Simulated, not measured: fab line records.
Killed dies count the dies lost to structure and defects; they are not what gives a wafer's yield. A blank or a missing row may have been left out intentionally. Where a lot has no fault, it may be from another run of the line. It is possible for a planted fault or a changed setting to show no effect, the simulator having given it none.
Which of the tools did it? :: flow nand-harc :: Sampling: 13 lots, 39 wafers, 4 of 1159 route steps

WHAT THE GAUGES SHOWED, per wafer
Not one reading of a measure or inspect step in the record can be checked against a usual standard deviation.

TOOL THAT RAN EACH LOT (tool first, then ch and the chambers of the sampled wafers, then the start)
lot: L298
NHARC_A_CONTACT_DEP_57: acl-dep-03 ch 0, day 16 18:05
NHARC_A_CONTACT_ETCH_75: rie-diel-01 ch 0,2,3, day 16 20:43
NHARC_A_CONTACT_ETCH_126: har-cap-etch-02 ch 0,1, day 16 22:07
NHARC_A_CONTACT_SOFTBAKE_03: litho-track-01 ch 0, day 17 02:00

lot: L300
NHARC_A_CONTACT_DEP_57: acl-dep-02 ch 0, day 16 23:27
NHARC_A_CONTACT_ETCH_75: rie-diel-04 ch 0,2, day 17 01:49
NHARC_A_CONTACT_ETCH_126: har-cap-etch-03 ch 0,1, day 17 03:25
NHARC_A_CONTACT_SOFTBAKE_03: litho-track-06 ch 0, day 17 08:00

lot: L302
NHARC_A_CONTACT_DEP_57: acl-dep-02 ch 0, day 17 23:44
NHARC_A_CONTACT_ETCH_75: rie-diel-04 ch 1,2,3, day 18 02:23
NHARC_A_CONTACT_ETCH_126: har-cap-etch-03 ch 0,1, day 18 04:05
NHARC_A_CONTACT_SOFTBAKE_03: litho-track-04 ch 0, day 18 12:00

lot: L306
NHARC_A_CONTACT_DEP_57: acl-dep-02 ch 0, day 18 13:40
NHARC_A_CONTACT_ETCH_75: rie-diel-01 ch 1,3, day 18 16:27
NHARC_A_CONTACT_ETCH_126: har-cap-etch-02 ch 1, day 18 17:55
NHARC_A_CONTACT_SOFTBAKE_03: litho-track-04 ch 0, day 18 23:00

lot: L305
NHARC_A_CONTACT_DEP_57: acl-dep-01 ch 0, day 18 15:49
NHARC_A_CONTACT_ETCH_75: rie-diel-01 ch 0,1, day 18 18:24
NHARC_A_CONTACT_ETCH_126: har-cap-etch-03 ch 0,1, day 18 19:50
NHARC_A_CONTACT_SOFTBAKE_03: litho-track-06 ch 0, day 19 02:00

lot: L304
NHARC_A_CONTACT_DEP_57: acl-dep-01 ch 0, day 18 20:25
NHARC_A_CONTACT_ETCH_75: rie-diel-01 ch 0,2, day 18 22:35
NHARC_A_CONTACT_ETCH_126: har-cap-etch-01 ch 0,1, day 19 00:02
NHARC_A_CONTACT_SOFTBAKE_03: litho-track-01 ch 0, day 19 05:00

lot: L308
NHARC_A_CONTACT_DEP_57: acl-dep-03 ch 0, day 19 02:20
NHARC_A_CONTACT_ETCH_75: rie-diel-13 ch 1,2,3, day 19 04:50
NHARC_A_CONTACT_ETCH_126: har-cap-etch-03 ch 0,1, day 19 06:19
NHARC_A_CONTACT_SOFTBAKE_03: litho-track-06 ch 0, day 19 11:00

lot: L312
NHARC_A_CONTACT_DEP_57: acl-dep-01 ch 0, day 19 12:04
NHARC_A_CONTACT_ETCH_75: rie-diel-01 ch 0,1,2, day 19 15:02
NHARC_A_CONTACT_ETCH_126: har-cap-etch-01 ch 0,1, day 19 16:28
NHARC_A_CONTACT_SOFTBAKE_03: litho-track-06 ch 0, day 19 20:00

lot: L313
NHARC_A_CONTACT_DEP_57: acl-dep-03 ch 0, day 20 02:33
NHARC_A_CONTACT_ETCH_75: rie-diel-01 ch 2,3, day 20 05:20
NHARC_A_CONTACT_ETCH_126: har-cap-etch-01 ch 0,1, day 20 06:49
NHARC_A_CONTACT_SOFTBAKE_03: litho-track-04 ch 0, day 20 12:00

lot: L314
NHARC_A_CONTACT_DEP_57: acl-dep-01 ch 0, day 20 08:42
NHARC_A_CONTACT_ETCH_75: rie-diel-01 ch 1,2,3, day 20 10:52
NHARC_A_CONTACT_ETCH_126: har-cap-etch-02 ch 0,1, day 20 12:19
NHARC_A_CONTACT_SOFTBAKE_03: litho-track-04 ch 0, day 20 18:00

lot: L317
NHARC_A_CONTACT_DEP_57: acl-dep-02 ch 0, day 21 06:01
NHARC_A_CONTACT_ETCH_75: rie-diel-01 ch 0,2,3, day 21 08:19
NHARC_A_CONTACT_ETCH_126: har-cap-etch-03 ch 1, day 21 09:42
NHARC_A_CONTACT_SOFTBAKE_03: litho-track-06 ch 0, day 21 15:00

lot: L318
NHARC_A_CONTACT_DEP_57: acl-dep-03 ch 0, day 21 06:44
NHARC_A_CONTACT_ETCH_75: rie-diel-04 ch 1,2,3, day 21 09:32
NHARC_A_CONTACT_ETCH_126: har-cap-etch-01 ch 0,1, day 21 10:56
NHARC_A_CONTACT_SOFTBAKE_03: litho-track-06 ch 0, day 21 15:00

lot: L320
NHARC_A_CONTACT_DEP_57: acl-dep-03 ch 0, day 21 11:47
NHARC_A_CONTACT_ETCH_75: rie-diel-13 ch 0,2,3, day 21 14:23
NHARC_A_CONTACT_ETCH_126: har-cap-etch-03 ch 0,1, day 21 15:53
NHARC_A_CONTACT_SOFTBAKE_03: litho-track-06 ch 0, day 21 20:00
- NHARC_A_CONTACT_DEP_57: deposits aC, target thk 2800 nm.
- NHARC_A_CONTACT_ETCH_75: etches the open film in CF4, target depth 39 nm, time 65 s.
- NHARC_A_CONTACT_ETCH_126: etches the open film in C4F8/O2/Ar, time 155 s, target depth 956 nm.
- NHARC_A_CONTACT_SOFTBAKE_03: time 55 s.

AS READ BY THE TOOLS THEMSELVES (means over the sampled wafers that have a number; for cases with no such wafer, the mark the record gives instead)
NHARC_A_CONTACT_DEP_57.
lot: L298
tool: acl-dep-03
throttle-valve-pct (%): 35.007

lot: L300
tool: acl-dep-02
throttle-valve-pct (%): 34.994

lot: L302
tool: acl-dep-02
throttle-valve-pct (%): 34.998

lot: L306
tool: acl-dep-02
throttle-valve-pct (%): 34.990

lot: L305
tool: acl-dep-01
throttle-valve-pct (%): 34.999

lot: L304
tool: acl-dep-01
throttle-valve-pct (%): 34.995

lot: L308
tool: acl-dep-03
throttle-valve-pct (%): 35.008

lot: L312
tool: acl-dep-01
throttle-valve-pct (%): 34.996

lot: L313
tool: acl-dep-03
throttle-valve-pct (%): 34.995

lot: L314
tool: acl-dep-01
throttle-valve-pct (%): 35.002

lot: L317
tool: acl-dep-02
throttle-valve-pct (%): 34.999

lot: L318
tool: acl-dep-03
throttle-valve-pct (%): 35.007

lot: L320
tool: acl-dep-03
throttle-valve-pct (%): 35.000

NHARC_A_CONTACT_ETCH_75.
lot: L298
tool: rie-diel-01
drypump-motor-current-A (A): 5.4
oes-product-au (a.u.): 1.002
rf-vpp-V (V): 151.0
showerhead-plenum-p-Torr (Torr): 1.72
throttle-valve-pct (%): 13.282

lot: L300
tool: rie-diel-04
drypump-motor-current-A (A): 6.0
oes-product-au (a.u.): 0.999
rf-vpp-V (V): 151.3
showerhead-plenum-p-Torr (Torr): 1.73
throttle-valve-pct (%): 13.276

lot: L302
tool: rie-diel-04
drypump-motor-current-A (A): 6.3
oes-product-au (a.u.): 1.012
rf-vpp-V (V): 151.4
showerhead-plenum-p-Torr (Torr): 1.78
throttle-valve-pct (%): 13.274

lot: L306
tool: rie-diel-01
drypump-motor-current-A (A): 5.6
oes-product-au (a.u.): 1.003
rf-vpp-V (V): 150.2
showerhead-plenum-p-Torr (Torr): 1.67
throttle-valve-pct (%): 13.282

lot: L305
tool: rie-diel-01
drypump-motor-current-A (A): 5.0
oes-product-au (a.u.): 1.000
rf-vpp-V (V): 151.0
showerhead-plenum-p-Torr (Torr): 1.75
throttle-valve-pct (%): 13.289

lot: L304
tool: rie-diel-01
drypump-motor-current-A (A): 5.0
oes-product-au (a.u.): 0.997
rf-vpp-V (V): 151.5
showerhead-plenum-p-Torr (Torr): 1.78
throttle-valve-pct (%): 13.273

lot: L308
tool: rie-diel-13
drypump-motor-current-A (A): 5.8
oes-product-au (a.u.): 1.000
rf-vpp-V (V): 151.2
showerhead-plenum-p-Torr (Torr): 1.77
throttle-valve-pct (%): 13.275

lot: L312
tool: rie-diel-01
drypump-motor-current-A (A): 5.1
oes-product-au (a.u.): 1.002
rf-vpp-V (V): 151.3
showerhead-plenum-p-Torr (Torr): 1.74
throttle-valve-pct (%): 13.287

lot: L313
tool: rie-diel-01
drypump-motor-current-A (A): 5.5
oes-product-au (a.u.): 1.008
rf-vpp-V (V): 150.6
showerhead-plenum-p-Torr (Torr): 1.67
throttle-valve-pct (%): 13.277

lot: L314
tool: rie-diel-01
drypump-motor-current-A (A): 5.4
oes-product-au (a.u.): 1.001
rf-vpp-V (V): 150.4
showerhead-plenum-p-Torr (Torr): 1.68
throttle-valve-pct (%): 13.283

lot: L317
tool: rie-diel-01
drypump-motor-current-A (A): 5.4
oes-product-au (a.u.): 0.998
rf-vpp-V (V): 150.1
showerhead-plenum-p-Torr (Torr): 1.72
throttle-valve-pct (%): 13.285

lot: L318
tool: rie-diel-04
drypump-motor-current-A (A): 6.3
oes-product-au (a.u.): 1.006
rf-vpp-V (V): 151.2
showerhead-plenum-p-Torr (Torr): 1.77
throttle-valve-pct (%): 13.290

lot: L320
tool: rie-diel-13
drypump-motor-current-A (A): 5.5
oes-product-au (a.u.): 0.998
rf-vpp-V (V): 151.0
showerhead-plenum-p-Torr (Torr): 1.75
throttle-valve-pct (%): 13.288

NHARC_A_CONTACT_ETCH_126.
lot: L298
tool: har-cap-etch-02
oes-air-line-au (a.u.): 1.005

lot: L300
tool: har-cap-etch-03
oes-air-line-au (a.u.): 0.971

lot: L302
tool: har-cap-etch-03
oes-air-line-au (a.u.): 1.014

lot: L306
tool: har-cap-etch-02
oes-air-line-au (a.u.): 1.002

lot: L305
tool: har-cap-etch-03
oes-air-line-au (a.u.): 0.984

lot: L304
tool: har-cap-etch-01
oes-air-line-au (a.u.): 0.993

lot: L308
tool: har-cap-etch-03
oes-air-line-au (a.u.): 0.991

lot: L312
tool: har-cap-etch-01
oes-air-line-au (a.u.): 0.990

lot: L313
tool: har-cap-etch-01
oes-air-line-au (a.u.): 0.987

lot: L314
tool: har-cap-etch-02
oes-air-line-au (a.u.): 1.008

lot: L317
tool: har-cap-etch-03
oes-air-line-au (a.u.): 1.015

lot: L318
tool: har-cap-etch-01
oes-air-line-au (a.u.): 1.014

lot: L320
tool: har-cap-etch-03
oes-air-line-au (a.u.): 0.979

NHARC_A_CONTACT_SOFTBAKE_03.
lot: L298
tool: litho-track-01
heater-power-total-W (W): 188.53

lot: L300
tool: litho-track-06
heater-power-total-W (W): 188.53

lot: L302
tool: litho-track-04
heater-power-total-W (W): 188.44

lot: L306
tool: litho-track-04
heater-power-total-W (W): 188.40

lot: L305
tool: litho-track-06
heater-power-total-W (W): 188.43

lot: L304
tool: litho-track-01
heater-power-total-W (W): 188.40

lot: L308
tool: litho-track-06
heater-power-total-W (W): 188.43

lot: L312
tool: litho-track-06
heater-power-total-W (W): 188.37

lot: L313
tool: litho-track-04
heater-power-total-W (W): 209.16

lot: L314
tool: litho-track-04
heater-power-total-W (W): 209.10

lot: L317
tool: litho-track-06
heater-power-total-W (W): 188.35

lot: L318
tool: litho-track-06
heater-power-total-W (W): 188.54

lot: L320
tool: litho-track-06
heater-power-total-W (W): 188.51

THE ANSWER, worked out from the rows above alone
Rule: the lots themselves supply what counts as usual. The widest of any qualifying gaps counts: lots, ordered by their means at a reading, are off when they make up no more than a third of the lots, leave a main group of 4 or more, and stand apart from it by 3 or more times the standard deviation of that group's means. A main group is skipped when, at the precision printed for the reading in the tables above, its means are all equal. Also off: a lot with no number at a reading for which 4 or more lots have one. All remaining lots with rows at the step are treated as sound. After the gauges, taken in route order, come the tools' own readings; for these a lot's mean is taken, as printed above. The first step at which some lot is off is used, and at that step the reading that is off furthest; a lot without a number counts as furthest.
Off: L313, L314, at NHARC_A_CONTACT_SOFTBAKE_03 (heater-power-total-W). The main group has a mean of 188.45 W with a standard deviation of 0.065.
A tool fits if, at that step or a process step before it, it ran every lot that is off, and no sound lot after the first of them. One candidate fits, namely litho-track-04 at NHARC_A_CONTACT_SOFTBAKE_03. A fault onset in the window from L306 (day 18 23:00, its last sound lot) to L313 (day 20 12:00, its first lot off) fits.
The tool's own readings at NHARC_A_CONTACT_SOFTBAKE_03 bear it out: on the lots that are off they differ by more than 5 times the standard deviation of the sound lots' means. heater-power-total-W reads 209.13 W there against 188.45 W on the sound lots.

WHAT HAD BEEN PUT IN BY THE SIMULATOR
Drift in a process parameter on litho-track-04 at NHARC_A_CONTACT_SOFTBAKE_03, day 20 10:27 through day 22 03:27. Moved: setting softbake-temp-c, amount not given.
Struck lots among those shown: L313, L314. The same result came from the rule above.
